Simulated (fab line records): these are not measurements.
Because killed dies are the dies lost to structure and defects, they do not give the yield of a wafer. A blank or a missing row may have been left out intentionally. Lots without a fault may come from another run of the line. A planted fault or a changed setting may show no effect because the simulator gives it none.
fab line records	flow n5-finfet
[record] lots = 4	wafers = 10	last-day = 20
route steps=1938 shown BEOL_M13@1684 BEOL_M14@1716 BEOL_M15@1830 PASSIVATION@1936
lots that met no fault: taken from a fault-free run of the same line
start-h: hours from the record's opening day to when the first of the lot's shown wafers began	wait-h: time in hours since the lot's previous step	" as in the row above	L1.1+2: a row that stands for several wafers	- value missing, or start not given	* or withheld: withheld	< > ~ a bound
route shown NAME@n: a module of which the file shows steps, and the number in the route of the first	usual: mean and standard deviation over wafers with no fault	same: alike in all rows	chamber/n: place in a boat	sites: each site's reading	_std_site: how widely they spread, as a standard deviation	_edge_site: outer sites' mean less inner sites'	radius-mm: how far each site lies from the wafer's centre	mask NAME#n: copy n	behind: the tool/chamber that last shaped the wafer	hold: why the lot went on hold/how many hours it stayed there/how the hold came to an end	device: transistor that didn't switch, given as n, p or np	end of line: the tests these same wafers got at the end of their route	step lacking rows: just its recipe	killed: dies that structure and defects cost at the first sort, which is not the same as the wafer's yield	map: a wafer's dies, x killed, . not, _ none there
set.NAME: the setting the step ran with; set.NAME@STEP: the setting that earlier step ran with	model.NAME: the simulator's own value behind a step, which no gauge read
certain route steps with their lots: each step a table, each wafer a row
services: the hour from which a tool's chamber was out of use, counted from the record's first day as start-h (under 0 if before that day), plus the number of hours and why
[[steps]]
[step N5_BEOL_M13_SOFTBAKE_23]
[recipe] temp-c = 130	time-s = 60
[step N5_BEOL_M13_EXPOSE_25]
[recipe] mask-id = M13	na = 0.93	source-shape = conventional	sigma-outer = 0.4	polarization = unpolarized	target-cd-nm = 210	dose-mj = 22
[step N5_BEOL_M13_PEB_26]
[recipe] peb-temp-c = 130	peb-time-s = 90
[step N5_BEOL_M13_DEVELOP_27]
[recipe] develop-time-s = 45	rinse-liquid = diw	dry = air-spin	dev-temp-c = 21
[step N5_BEOL_M13_HARDBAKE_32]
[recipe] temp-c = 130	time-s = 120
[step N5_BEOL_M13_DESCUM_33]
[recipe] chemistry = O2	time-s = 7.9	source-power-w = 50	bias-power-w = 20	pressure-mtorr = 20	rf-frequency-hz = 2.712e+07	temp-c = 40	o2-flow-sccm = 225
[step N5_BEOL_M13_ETCH_67]
[recipe] chemistry = CF4	target = SiARC	target-depth-a = 1430	time-s = 238.3	ion-energy-ev = 80	pressure-mtorr = 40	source-w = 545	bias-w = 36	Ar_flow_sccm = 100	cf4-flow-sccm = 100	ends = cleared
[step N5_BEOL_M13_ETCH_68]
[recipe] chemistry = N2/H2	target = SOC	mask-material = SiARC	source-w = 3000	bias-w = 350	temp-c = 40	time-s = 355	ion-energy-ev = 200	pressure-mtorr = 30	n2-flow-sccm = 200	h2-flow-sccm = 200
[step N5_BEOL_M13_STRIP_69]
[recipe] chemistry = N2/H2	temp-c = 40	n2-flow-sccm = 200	h2-flow-sccm = 200	rf-frequency-hz = 6e+07
[step N5_BEOL_M13_TRENCH_ETCH_34]
[recipe] chemistry = C4F8/O2/Ar	target = SiOC	target-depth-a = 4134.7	mask-material = SOC	pressure-mtorr = 30	source-w = 3000	bias-w = 700	Ar_flow_sccm = 400	C4F8_flow_sccm = 15	O2_flow_sccm = 8	he-inner-torr = 15	he-outer-torr = 30	time-s = 162.6	ion-energy-ev = 250
[usual] drypump-motor-current-A = 5.7/0.46	mfc-ar-sccm = 400.0/1.1	oes-product-au = 0.79/0.086	rf-vpp-V = 665/3.2	showerhead-plenum-p-Torr = 3.41/0.11	throttle-valve-pct = 24.25/0.2
lot.wafer	tool	chamber	start-h	wait-h	drypump-motor-current-A	mfc-ar-sccm	oes-product-au	rf-hours-counter-h	rf-vpp-V	showerhead-plenum-p-Torr	throttle-valve-pct	model.etch.depth-nm
L207.1	rie-diel-02	0	272.96	0.0	5.7	400.1	0.87	50	662	3.35	24.15	414.7
L207.3	"	3	"	"	5.8	399.6	0.76	121	661	3.30	24.59	408.2
L207.4	"	1	"	"	6.4	400.8	0.87	38	667	3.49	24.08	412.1
L219.1	rie-diel-02	2	368.26	0.0	6.1	401.3	0.88	220	667	3.52	24.39	583.3
L219.4	"	1	"	"	6.3	401.7	0.84	65	665	3.48	24.12	416.4
L218.1	rie-diel-02	2	377.59	0.0	6.0	398.7	0.87	223	667	3.52	24.40	570.8
L218.5	"	3	"	"	5.8	399.7	0.72	-	662	3.28	24.61	404.2
L226.1	rie-diel-03	0	439.31	0.0	4.8	398.9	0.75	123	663	3.32	24.15	406.2
L226.4	"	2	"	"	5.3	398.9	0.85	63	672	3.59	24.16	413.9
L226.5	"	0	"	"	4.8	399.1	0.75	-	660	3.32	24.13	407.5
[step N5_BEOL_M13_STRIP_70]
[recipe] chemistry = C4F8/O2/Ar	resist = SiARC	rf-frequency-hz = 6e+07
[step N5_BEOL_M13_OCD_MEAS_35]
[usual] trench-depth-nm = 412/4.6
lot.wafer	tool	chamber	start-h	wait-h	trench-depth-nm
L207.1	ocd-02	-	273.13	0.0	415
L207.3	"	-	"	"	408
L207.4	"	-	"	"	412
L219.1	ocd-02	-	368.44	0.0	583
L219.4	"	-	"	"	417
L218.1	ocd-02	-	377.76	0.0	571
L218.5	"	-	"	"	405
L226.1	ocd-02	-	439.48	0.0	406
L226.4	"	-	"	"	414
L226.5	"	-	"	"	408
[step N5_BEOL_M13_STRIP_37]
[recipe] chemistry = N2/H2	power-w = 1000	temp-c = 250	h2-frac = 0.65	overash-fraction = 0.3	pressure-mtorr = withheld	n2-flow-sccm = 1750	h2-flow-sccm = 3250
[step N5_BEOL_M13_ETCH_38]
[recipe] chemistry = CF4/N2	target = SiCN	target-depth-a = 675	taper-deg = 2	time-s = 71.9	ion-energy-ev = 150	mask-material = SiO2	pressure-mtorr = 40	source-w = 430	bias-w = 70	Ar_flow_sccm = 100	cf4-flow-sccm = 60	n2-flow-sccm = 60
[step N5_BEOL_M13_PRECLEAN_39]
[recipe] chemistry = residue-remover	time-s = 60	temp-c = 40
[step N5_BEOL_M13_SRD_40]
[recipe] time-s = 30	temp-c = 23	rinse-liquid = diw	dry = n2-spin	spin-rpm = 1500	dry-time-s = 30
[step N5_BEOL_M13_DEGAS_41]
[recipe] ambient = vacuum	temp-c = 250	time-s = 60
[step N5_BEOL_M13_PRE_CLEAN_42]
[recipe] gas = H2/He	time-s = 30	temp-c = 250
[step N5_BEOL_M13_SPUTTER_43]
[recipe] material = TaN	target-thk-a = 150	temp-c = 50	bias-v = 168.6	power-w = 15000	chamber-pressure-pa = 0.12	time-s = 24.19
[step N5_BEOL_M13_SPUTTER_44]
[recipe] material = Ta	target-thk-a = 100	temp-c = 50	bias-v = 80	power-w = 15000	chamber-pressure-pa = 0.07	time-s = 16.13
[step N5_BEOL_M13_SPUTTER_45]
[recipe] material = Cu	target-thk-a = 800	temp-c = -20	bias-v = 60	power-w = 26000	chamber-pressure-pa = 0.13	time-s = 13.33
[step N5_BEOL_M13_ECD_47]
[recipe] material = Cu	target-thk-a = 9360
[step N5_BEOL_M13_ANNEAL_48]
[recipe] temp-c = 225	time-s = 90	ambient = N2
[step N5_BEOL_M13_CMP_49]
[recipe] stop-on = SiOC	t-overpolish-s = 17.1	down-force-psi = 1	platen-rpm = 50	clearing-platen-down-force-psi = 1.5	clearing-platen-rpm = 50	post-cmp-clean = cu-alkaline	target-thk-nm = 420	clearing-platen-pad-velocity-m-s = 0.99484	pad-velocity-m-s = 0.99484
[usual] barrier-field-endpoint-s = 30.2/0.73	motor-current-A = 5.7/0.8	overpolish-run-s = 17.100/0.0093
lot.wafer	tool	chamber	start-h	wait-h	barrier-field-endpoint-s	motor-current-A	overpolish-run-s	model.Cu_of_BEOL_M13_ECD_47.thk-nm
L207.3	cmp-03	3	275.21	0.3	29.7	5.8	17.096	414.4
L207.4	"	0	"	"	30.3	4.8	17.117	418
L207.1	"	1	"	"	31.3	5.9	17.110	421.2
L219.1	cmp-01	3	370.70	0.3	29.7	4.6	17.088	588.8
L219.4	"	0	"	"	30.7	5.2	17.093	423.2
L218.1	cmp-04	1	380.30	0.4	30.7	5.3	17.094	577.6
L218.5	"	3	"	"	30.9	6.5	17.090	411.2
L226.4	cmp-04	0	443.02	0.1	29.7	6.9	17.107	419.6
L226.1	"	2	"	"	29.8	6.4	17.096	413
L226.5	"	0	"	"	29.7	6.7	17.104	412.8
[step N5_BEOL_M13_THK_MEAS_50]
[recipe] thk-meas-gauge = xrf	reads = Cu_of_BEOL_M13_ECD_47
[usual] M13_THK = 413/5.8
lot.wafer	tool	chamber	start-h	wait-h	M13_THK[nm]
L207.1	film-metro-02	-	275.47	-	416
L207.3	"	-	"	"	407
L207.4	"	-	"	"	408
L219.1	film-metro-01	-	370.95	-	579
L219.4	"	-	"	"	419
L218.1	film-metro-01	-	380.48	-	576
L218.5	"	-	"	"	409
L226.1	film-metro-01	-	443.32	-	408
L226.4	"	-	"	"	416
L226.5	"	-	"	"	409
[step N5_BEOL_M13_PRE_CLEAN_52]
[recipe] gas = NH3	time-s = 15	temp-c = withheld	rf-power-w = 300
[step N5_BEOL_M13_DEP_53]
[recipe] material = SiCN	target-thk-a = 500	temp-c = withheld	precursor = 3MS/NH3	pressure-torr = 3	rf-w = 675	time-s = 17.8
[step N5_BEOL_M13_RS_MEAS_54]
[recipe] thk-meas-gauge = four-point-probe	reads = Cu_of_BEOL_M13_ECD_47+Ta_of_BEOL_M13_SPUTTER_44+TaN_of_BEOL_M13_SPUTTER_43
[usual] M13_RS = 0.0450/0.00055
lot.wafer	tool	chamber	start-h	wait-h	M13_RS[ohm/sq]
L207.1	film-metro-01	-	275.60	0.0	0.0449
L207.3	"	-	"	"	0.0456
L207.4	"	-	"	"	0.0451
L219.1	film-metro-02	-	371.08	0.0	0.0317
L219.4	"	-	"	"	0.0445
L218.1	film-metro-01	-	380.61	0.0	0.0323
L218.5	"	-	"	"	0.0458
L226.1	film-metro-02	-	443.45	0.0	0.0456
L226.4	"	-	"	"	0.0449
L226.5	"	-	"	"	0.0456
[step N5_BEOL_M14_ILD_DEP_00]
[recipe] material = SiO2	target-thk-a = 11193	temp-c = 400	precursor = TEOS/O2	pressure-torr = 6.5	rf-w = 900	teos-flow-sccm = 161.4	gas = O2	flow-sccm = 2650	time-s = 237.4
[step N5_BEOL_M14_COAT_58]
[recipe] resist = BARC	temp-c = 205	time-s = 60	spin-rpm = 1500	resist-thk-nm = 89
[step N5_BEOL_M14_COAT_04]
[recipe] spin-rpm = 1704	resist-thk-nm = 800
[step N5_BEOL_M14_EBR_06]
[recipe] solvent = PGMEA	ebr-width-mm = 1.5
[step N5_BEOL_M14_SOFTBAKE_05]
[recipe] temp-c = 130	time-s = 60
[step N5_BEOL_M14_EXPOSE_07]
[recipe] mask-id = V13	na = 0.8	source-shape = annular	sigma-inner = 0.5	sigma-outer = 0.8	polarization = unpolarized	attpsm-phase-deg = 180	dose-mj = 57
[step N5_BEOL_M14_PEB_08]
[recipe] peb-temp-c = 130	peb-time-s = 90
[step N5_BEOL_M14_DEVELOP_09]
[recipe] develop-time-s = 45	rinse-liquid = diw	dry = air-spin	dev-temp-c = 21
[step N5_BEOL_M14_HARDBAKE_14]
[recipe] temp-c = 130	time-s = 120
[step N5_BEOL_M15_RC_MEAS_101]
[usual] COMB_M10 = 1.4e-11/3e-12	COMB_M11 = 1.49e-11/2.9e-12	COMB_M12 = 6e-12/1.2e-12	COMB_M14 = 3.4e-12/7.4e-13	COMB_M15 = 2.3e-12/5.6e-13	COMB_M5 = 3.5e-11/7.8e-12	COMB_M6 = 2.5e-11/4.9e-12	COMB_M7 = 2.5e-11/4.9e-12	COMB_M8 = 2.4e-11/4.4e-12	COMB_M9 = 1.5e-11/3.1e-12	SERP_M10 = 3.07/0.079	SERP_M11 = 3.07/0.065	SERP_M12 = 0.640/0.016	SERP_M13 = 0.309/0.0053	SERP_M13_max_site = 0.312/0.0055	SERP_M14 = 0.1612/0.0029	SERP_M5 = 39.1/1.3	SERP_M6 = 13.8/0.44	SERP_M7 = 14.0/0.46	SERP_M8 = 14.1/0.47	SERP_M9 = 3.06/0.068	SERP_M9_max_site = 3.16/0.073
lot.wafer	tool	chamber	start-h	wait-h	COMB_M10[S/m]	COMB_M11[S/m]	COMB_M12[S/m]	COMB_M14[S/m]	COMB_M15[S/m]	COMB_M5[S/m]	COMB_M6[S/m]	COMB_M7[S/m]	COMB_M8[S/m]	COMB_M9[S/m]	SERP_M10[ohm/um]	SERP_M11[ohm/um]	SERP_M12[ohm/um]	SERP_M13[ohm/um]	SERP_M13_max_site[ohm/um]	SERP_M14[ohm/um]	SERP_M5[ohm/um]	SERP_M6[ohm/um]	SERP_M7[ohm/um]	SERP_M8[ohm/um]	SERP_M9[ohm/um]	SERP_M9_max_site[ohm/um]
L207.1	prober-01	0	285.46	0.0	1.8e-11	1.37e-11	4.5e-12	3.5e-12	2.8e-12	4.5e-11	2.5e-11	1.6e-11	2.3e-11	1e-11	3.06	3.06	0.640	0.310	0.314	0.1567	39.6	13.7	13.8	13.9	3.04	3.13
L207.3	"	0	"	"	1.3e-11	1.21e-11	4.6e-12	3e-12	3.3e-12	3e-11	1.6e-11	2.1e-11	2.1e-11	1.4e-11	3.12	3.00	0.636	0.311	0.314	0.1571	41.7	14.2	14.4	13.7	3.09	3.17
L207.4	"	0	"	"	1.1e-11	1.36e-11	6.2e-12	3.4e-12	2.4e-12	3.8e-11	2e-11	2.2e-11	2.1e-11	1.4e-11	3.01	3.20	0.632	0.306	0.310	0.1626	40.9	13.1	13.6	13.4	3.08	3.15
L219.1	prober-02	0	388.63	0.0	1.6e-11	1.58e-11	5.3e-12	2e-12	2.1e-12	4.7e-11	2.1e-11	2.2e-11	2.9e-11	1.8e-11	3.12	3.18	0.638	0.214	0.217	0.1634	39.6	13.7	13.8	14.2	3.04	3.17
L219.4	"	0	"	"	2e-11	1.36e-11	5.3e-12	3.3e-12	1.8e-12	4e-11	2.3e-11	1.7e-11	2.7e-11	1.2e-11	3.17	3.06	0.652	0.305	0.308	0.1649	39.9	13.4	12.8	14.0	2.98	3.12
L218.1	prober-01	0	394.29	0.0	1.5e-11	2.04e-11	4.8e-12	3.3e-12	2.4e-12	4.6e-11	2.9e-11	1.8e-11	2.2e-11	1.6e-11	2.96	3.01	0.686	0.221	0.224	0.1604	40.0	14.1	13.6	14.5	3.08	3.20
L218.5	"	0	"	"	1.2e-11	1.53e-11	5.2e-12	2.9e-12	2.6e-12	3.9e-11	2e-11	1.9e-11	2.2e-11	1.4e-11	3.19	3.14	0.677	0.317	0.320	0.1559	39.8	14.8	14.1	14.9	3.11	3.25
L226.1	prober-01	0	457.30	0.0	1.6e-11	1.44e-11	6.5e-12	3.9e-12	2e-12	3.4e-11	2e-11	2.7e-11	2e-11	1.2e-11	3.12	3.07	0.620	0.313	0.319	0.1572	37.7	13.7	14.6	14.6	2.94	3.05
L226.4	"	0	"	"	1.6e-11	1.29e-11	4.9e-12	3.6e-12	2.7e-12	4.3e-11	2.3e-11	2e-11	2.8e-11	1.9e-11	3.07	3.08	0.644	0.310	0.314	0.1640	37.3	14.4	14.0	13.8	3.19	3.26
L226.5	"	0	"	"	1.8e-11	1.55e-11	4.5e-12	3e-12	2.8e-12	3.6e-11	2e-11	3e-11	2.1e-11	1.6e-11	3.04	3.02	0.623	0.313	0.318	0.1623	37.5	14.8	13.7	14.7	2.94	2.97
// sites SERP_M13 radius-mm=0,75,75,75,75,140,140,140,140
L207.1 0.310 0.310 0.310 0.314 0.310 0.309 0.309 0.305 0.307
L219.1 0.217 0.216 0.214 0.214 0.215 0.213 0.211 0.213 0.213
L218.1 0.219 0.221 0.224 0.223 0.224 0.220 0.222 0.221 0.218
L226.1 0.313 0.311 0.312 0.313 0.312 0.317 0.317 0.318 0.319
[step N5_PASSIVATION_PROBE_49]
[usual] defect-limited-yield = 91.6/1.6	killed_at_M0_to_M3 = 32/9.7	killed_at_M4_up = 13/4.4	killed-at-contacts = 12/6.5	killed-at-front-end = 38/12	killed-at-other = 3.7/3	killed-dies = 99/18	killed-open = 66/14	killed-short = 32/7.5	sort_bin_5_function = 4.9/1	sort_bin_6_memory = 3.2/0.73	sort-n-pass = 1081/18	sort-yield-pct = 91.6/1.6
[same] gross-dies = 1180	killed-at-back-side = 0	sort_bin_4_leakage[%] = 0	sort_bin_8_speed[%] = 0
lot.wafer	tool	chamber	start-h	wait-h	defect-limited-yield[%]	killed_at_M0_to_M3	killed_at_M4_up	killed-at-contacts	killed-at-front-end	killed-at-other	killed-dies	killed-open	killed-short	sort_bin_5_function[%]	sort_bin_6_memory[%]	sort-n-pass	sort-yield-pct[%]
L207.1	prober-02	-	299.74	0.0	92.6	35	9	18	23	2	87	53	33	4.7	2.5	1093	92.6
L207.3	prober-02	-	299.84	0.1	93.2	27	9	18	23	3	80	54	26	3.9	2.2	1100	93.2
L207.4	prober-02	-	299.89	0.2	92.9	32	10	18	22	2	84	53	31	4.6	2.1	1096	92.9
L218.1	prober-01	-	408.99	0.0	90.3	36	12	12	50	4	114	70	40	6.0	3.1	1066	90.3
// killed by level:class
L207.1 MOL_CONTACT_COAG:geometric-particle:open=14 GATE_CUT:geometric-particle:short=6 BEOL_M0_SAQP:geometric-particle:short=6 BEOL_M0_SAQP:geometric-particle:open=6 FIN_SAQP:geometric-particle:open=4 DUMMY_GATE:geometric-particle:open=4 MOL_CONTACT_COAG:geometric-particle:short=4 BEOL_M0:geometric-particle:open=4
L207.3 MOL_CONTACT_COAG:geometric-particle:open=16 BEOL_M3:geometric-particle:open=7 BEOL_M0:geometric-particle:open=5 GATE_CUT:geometric-particle:short=4 FIN_SAQP:geometric-particle:open=3 FIN_SAQP:geometric-particle:short=3 STI_FIN_REVEAL:geometric-particle:open=3 GATE_CUT:geometric-particle:open=3
L207.4 MOL_CONTACT_COAG:geometric-particle:open=15 BEOL_M0_SAQP:geometric-particle:short=10 BEOL_M2:geometric-particle:open=7 FIN_SAQP:geometric-particle:open=5 GATE_CUT:geometric-particle:open=4 BEOL_M0:geometric-particle:short=4 GATE_CUT:geometric-particle:short=3 MOL_CONTACT_COAG:geometric-particle:short=3
L218.1 FIN_SAQP:geometric-particle:short=10 STI_FIN_REVEAL:geometric-particle:open=10 BEOL_M0_SAQP:geometric-particle:short=10 MOL_CONTACT_COAG:geometric-particle:open=9 DUMMY_GATE:geometric-particle:open=8 BEOL_M4:geometric-particle:open=8 BEOL_M0_SAQP:geometric-particle:open=7 BEOL_M3:geometric-particle:open=7
[[services]]
tool	chamber	start-h	hours	kind
cmp-03	-	254.32	4.0	pm
cmp-03	-	258.32	-	consumable-replace:conditioner
cmp-03	-	258.32	-	consumable-replace:pad
rie-diel-03	1	260.48	6.6	repair
cmp-01	-	262.96	1.1	repair
cmp-04	-	267.99	4.0	pm
cmp-04	-	271.99	-	consumable-replace:conditioner
cmp-04	-	271.99	-	consumable-replace:pad
rie-diel-03	1	280.85	-	clean
rie-diel-03	1	280.85	-	consumable-replace:focus-ring
rie-diel-03	1	280.85	20.3	scheduled-down
rie-diel-03	1	280.85	20.3	vent-cycle
rie-diel-03	3	318.68	3.2	repair
cmp-01	-	323.34	3.7	repair
cmp-01	-	331.12	4.0	pm
cmp-03	-	339.75	1.4	repair
cmp-03	-	351.50	1.3	repair
cmp-03	-	378.34	3.5	repair
rie-diel-03	2	381.01	1.2	repair
rie-diel-02	-	383.04	0.7	repair
rie-diel-03	1	388.62	8.8	repair
rie-diel-02	2	428.98	2.7	repair
cmp-01	-	429.60	7.5	pm
cmp-03	-	431.90	2.9	repair
[[key]]
[first-sign] step = N5_BEOL_M13_OCD_MEAS_35	reading = trench-depth-nm	direction = up	sigmas = 36	usual = 412	struck = 577
[effect] step = N5_BEOL_M13_THK_MEAS_50	reading = M13_THK	direction = up	sigmas = 28	usual = 413	struck = 577
[effect] step = N5_BEOL_M13_RS_MEAS_54	reading = M13_RS	direction = down	sigmas = 24	usual = 0.0450	struck = 0.0320
[effect] step = N5_BEOL_M15_RC_MEAS_101	reading = SERP_M13	direction = down	sigmas = 17	usual = 0.309	struck = 0.218
[model-effect] step = N5_BEOL_M13_TRENCH_ETCH_34	value = etch.depth-nm	without = 409.5	struck = 577
[model-effect] step = N5_BEOL_M13_CMP_49	value = Cu_of_BEOL_M13_ECD_47.thk-nm	without = 415.6	struck = 583.2
met-at N5_BEOL_M13_TRENCH_ETCH_34
struck-wafers L218.1,L219.1
onset-between 272.96 368.26
[fault] kind = process-parameter-drift	tool = rie-diel-02	chamber = -	onset-h = 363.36	steps = N5_BEOL_M13_TRENCH_ETCH_34	channel = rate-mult	offset = 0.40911	shape = step	end-h = 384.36	scope = struck-wafers-only
